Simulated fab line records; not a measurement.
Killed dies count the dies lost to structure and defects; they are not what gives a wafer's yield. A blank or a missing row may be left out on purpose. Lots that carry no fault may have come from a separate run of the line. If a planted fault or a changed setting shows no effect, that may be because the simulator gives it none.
What tool caused it?    flow nand-harc    12 lots with 35 wafers sampled at 6 steps, on a route of 1302 steps

WHAT THE GAUGES READ, wafer by wafer
NHARC_P_M1_INSPECT_27. Usual: 290 for raw-defect-count, sd 98.
lot   measured      on                 raw-defect-count  flag
L585  day 7 04:38   defect-inspect-02  187 170 233       
L592  day 10 05:28  defect-inspect-01  2438 286 2284     OFF
L594  day 10 21:41  defect-inspect-01  2145 438          OFF
L595  day 11 12:42  defect-inspect-02  2672 246 233      OFF
L596  day 11 18:59  defect-inspect-01  150 218 296       
L598  day 12 13:34  defect-inspect-01  321 243 287       
L601  day 13 20:11  defect-inspect-01  210 249 199       
L602  day 14 03:29  defect-inspect-02  356 251 325       
L603  day 15 02:50  defect-inspect-01  264 304 497       
L604  day 15 12:11  defect-inspect-02  217 287 309       
L605  day 15 16:29  defect-inspect-02  368 332 333       
L606  day 15 23:15  defect-inspect-01  313 436 403       

NHARC_END_SORT_01. Usual: defect-limited-yield 92 %, standard deviation 3; killed-at-array 52, standard deviation 20; killed-at-other 1.0, standard deviation 1.3; killed-at-periphery 3.7, standard deviation 2.2; killed-dies 57, standard deviation 20; killed-open 3.2, standard deviation 1.6; killed-short 2.4, standard deviation 1.6; sort_bin_2_pct 2.9 %, standard deviation 1.4; sort_bin_3_pct 0.6 %, standard deviation 0.41; sort_bin_4_pct 4.8 %, standard deviation 1.5; sort-n-pass 620, standard deviation 20; sort-rim-yield-pct 93 %, standard deviation 3.5; sort-yield-pct 92 %, standard deviation 3.
lot   measured      on         defect-limited-yield (%)  killed-at-array  killed-at-other  killed-at-periphery  killed-dies  killed-open  killed-short  sort_bin_2_pct (%)  sort_bin_3_pct (%)  sort_bin_4_pct (%)  sort-n-pass  sort-rim-yield-pct (%)  sort-yield-pct (%)  flag
L592  day 28 17:42  prober-01  0 88 0                    90 72 73         0 2 3            587 4 601            677 78 677   5 3 1        4 5 4         5.9 3.1 4.6         87.1 1.6 89.5       6.9 6.8 5.9         0 599 0      0 92 0                  0 88 0              OFF
L594  day 28 09:02  prober-02  0 95                      42 27            3 5              632 4                677 36       3 3          0 1           2.1 1.5             93.6 0.3            4.3 3.5             0 641        0 93                    0 95                OFF
L595  day 29 10:06  prober-02  0 96 95                   31 28 29         1 0 1            645 2 3              677 30 33    3 9 5        2 0 0         1.3 1.3 1.2         95.0 0.3 0.3        3.7 2.8 3.4         0 647 644    0 92 94                 0 96 95             OFF

EACH LOT AND THE TOOL THAT RAN IT (in order: tool; ch and the chambers of the sampled wafers; start)
lot   NHARC_P_M0_PRE_CLEAN_29                  NHARC_P_M1_DEGAS_29           NHARC_P_M1_PVD_21                        NHARC_P_M1_CMP_23
L585  pvd-sputter-03, day 7 03:03 or earlier   pvd-sputter-02, day 7 03:03   pvd-sputter-02, day 7 04:10 or earlier   cmp-02 ch 1,2,3, day 7 04:10
L592  pvd-sputter-01, day 10 03:56 or earlier  pvd-sputter-02, day 10 03:56  pvd-sputter-02, day 10 05:00 or earlier  cmp-02 ch 2,3, day 10 05:00
L594  pvd-sputter-02, day 10 20:09 or earlier  pvd-sputter-02, day 10 20:09  pvd-sputter-02, day 10 21:17 or earlier  cmp-02 ch 0,1, day 10 21:17
L595  pvd-sputter-02, day 11 11:06 or earlier  pvd-sputter-01, day 11 11:06  pvd-sputter-01, day 11 12:13 or earlier  cmp-02 ch 0,1,2, day 11 12:13
L596  pvd-sputter-03, day 11 17:26 or earlier  pvd-sputter-02, day 11 17:26  pvd-sputter-02, day 11 18:30 or earlier  cmp-03 ch 0,2,3, day 11 18:30
L598  pvd-sputter-03, day 12 12:01 or earlier  pvd-sputter-03, day 12 12:01  pvd-sputter-03, day 12 13:05 or earlier  cmp-03 ch 1,2, day 12 13:05
L601  pvd-sputter-02, day 13 18:38 or earlier  pvd-sputter-01, day 13 18:38  pvd-sputter-01, day 13 19:44 or earlier  cmp-03 ch 0,2, day 13 19:44
L602  pvd-sputter-03, day 14 01:56 or earlier  pvd-sputter-03, day 14 01:56  pvd-sputter-03, day 14 03:01 or earlier  cmp-02 ch 0,1,2, day 14 03:01
L603  pvd-sputter-01, day 15 01:18 or earlier  pvd-sputter-03, day 15 01:18  pvd-sputter-03, day 15 02:22 or earlier  cmp-03 ch 0,1, day 15 02:22
L604  pvd-sputter-01, day 15 10:20 or earlier  pvd-sputter-01, day 15 10:20  pvd-sputter-01, day 15 11:47 or earlier  cmp-03 ch 0,2,3, day 15 11:47
L605  pvd-sputter-01, day 15 14:55 or earlier  pvd-sputter-01, day 15 14:55  pvd-sputter-01, day 15 16:04 or earlier  cmp-03 ch 0,2,3, day 15 16:04
L606  pvd-sputter-02, day 15 21:19 or earlier  pvd-sputter-01, day 15 21:19  pvd-sputter-01, day 15 22:50 or earlier  cmp-02 ch 0,1,3, day 15 22:50
- NHARC_P_M0_PRE_CLEAN_29: time 30 s.
- NHARC_P_M1_DEGAS_29: time 60 s.
- NHARC_P_M1_PVD_21: deposits Cu, target thk 30 nm, time 20.49 s.
- NHARC_P_M1_CMP_23: polishes, t overpolish 20 s, target thk 157.82 nm.

WHAT THE TOOLS THEMSELVES READ (means of the sampled wafers that have a number; where no wafer has one, the mark that the record gives instead)
NHARC_P_M0_PRE_CLEAN_29. Usual: 413 W for heater-power-w, sd 28.
lot   tool            heater-power-w (W)  flag
L585  pvd-sputter-03  414                 
L592  pvd-sputter-01  425                 
L594  pvd-sputter-02  396                 
L595  pvd-sputter-02  390                 
L596  pvd-sputter-03  425                 
L598  pvd-sputter-03  420                 
L601  pvd-sputter-02  397                 
L602  pvd-sputter-03  415                 
L603  pvd-sputter-01  455                 
L604  pvd-sputter-01  462                 
L605  pvd-sputter-01  433                 
L606  pvd-sputter-02  398                 

NHARC_P_M1_DEGAS_29. Usual: 341 W for heater-power-w, sd 27.
lot   tool            heater-power-w (W)  flag
L585  pvd-sputter-02  319                 
L592  pvd-sputter-02  329                 
L594  pvd-sputter-02  331                 
L595  pvd-sputter-01  346                 
L596  pvd-sputter-02  320                 
L598  pvd-sputter-03  345                 
L601  pvd-sputter-01  366                 
L602  pvd-sputter-03  330                 
L603  pvd-sputter-03  343                 
L604  pvd-sputter-01  375                 
L605  pvd-sputter-01  365                 
L606  pvd-sputter-01  326                 

NHARC_P_M1_PVD_21. Usual: substrate-temp-c 30.01 C, standard deviation 0.12; throttle-valve-pct 29.7 %, standard deviation 0.95.
lot   tool            substrate-temp-c (C)  throttle-valve-pct (%)  flag
L585  pvd-sputter-02  30.09                 29.7                    
L592  pvd-sputter-02  30.05                 29.7                    
L594  pvd-sputter-02  30.06                 30.3                    
L595  pvd-sputter-01  30.14                 29.4                    
L596  pvd-sputter-02  30.03                 29.9                    
L598  pvd-sputter-03  29.97                 29.1                    
L601  pvd-sputter-01  30.01                 30.0                    
L602  pvd-sputter-03  29.97                 30.1                    
L603  pvd-sputter-03  30.02                 28.9                    
L604  pvd-sputter-01  29.97                 29.5                    
L605  pvd-sputter-01  29.96                 29.9                    
L606  pvd-sputter-01  29.92                 29.5                    

NHARC_P_M1_CMP_23. Usual: motor-current-A 12.4 A, standard deviation 1; slurry-filter-dp-kPa 13.50 kPa, standard deviation 0.14; time-to-endpoint-s 28.4 s, standard deviation 2.4.
lot   tool    motor-current-A (A)  slurry-filter-dp-kPa (kPa)  time-to-endpoint-s (s)  flag
L585  cmp-02  11.4                 13.37                       28.6                    
L592  cmp-02  11.5                 13.57                       32.9                    
L594  cmp-02  12.4                 13.48                       33.1                    
L595  cmp-02  12.7                 13.56                       31.4                    
L596  cmp-03  12.2                 13.47                       31.2                    
L598  cmp-03  12.9                 13.50                       30.5                    
L601  cmp-03  12.9                 13.55                       25.6                    
L602  cmp-02  12.5                 13.63                       26.4                    
L603  cmp-03  13.9                 13.59                       29.6                    
L604  cmp-03  12.5                 13.62                       28.6                    
L605  cmp-03  12.1                 13.47                       28.2                    
L606  cmp-02  12.3                 13.51                       29.4                    

THE ANSWER, worked out from the rows above alone
Rule: take the mean of a lot's wafers that have a number; if it is more than 3 standard deviations from the usual mean, the lot is off. Also off: a lot with no number at a reading for which 4 or more lots have one. All remaining lots with rows at the step are treated as sound. After the gauges, taken in route order, come the tools' own readings; for these a lot's mean is taken, as printed above. At the first step where some lot is off, the reading lying furthest off is the one used; lots without a number count as furthest.
Off at NHARC_P_M1_INSPECT_27 (raw-defect-count): L592, L594, L595.
A tool fits if, at a process step before that reading, it ran every lot that is off, and no sound lot after the first of them. The gauges at NHARC_P_M1_INSPECT_27 aren't tried: what is off there is off at NHARC_END_SORT_01 too, on other tools, and a gauge's error can't cause that. NHARC_P_M0_PRE_CLEAN_29: start missing for some lots; hours and lot order therefore follow NHARC_P_M1_DEGAS_29. NHARC_P_M1_PVD_21: start missing for some lots; hours and lot order therefore follow NHARC_P_M1_CMP_23. Not one of the candidates tried fits.

WHAT THE SIMULATOR HAD PUT IN
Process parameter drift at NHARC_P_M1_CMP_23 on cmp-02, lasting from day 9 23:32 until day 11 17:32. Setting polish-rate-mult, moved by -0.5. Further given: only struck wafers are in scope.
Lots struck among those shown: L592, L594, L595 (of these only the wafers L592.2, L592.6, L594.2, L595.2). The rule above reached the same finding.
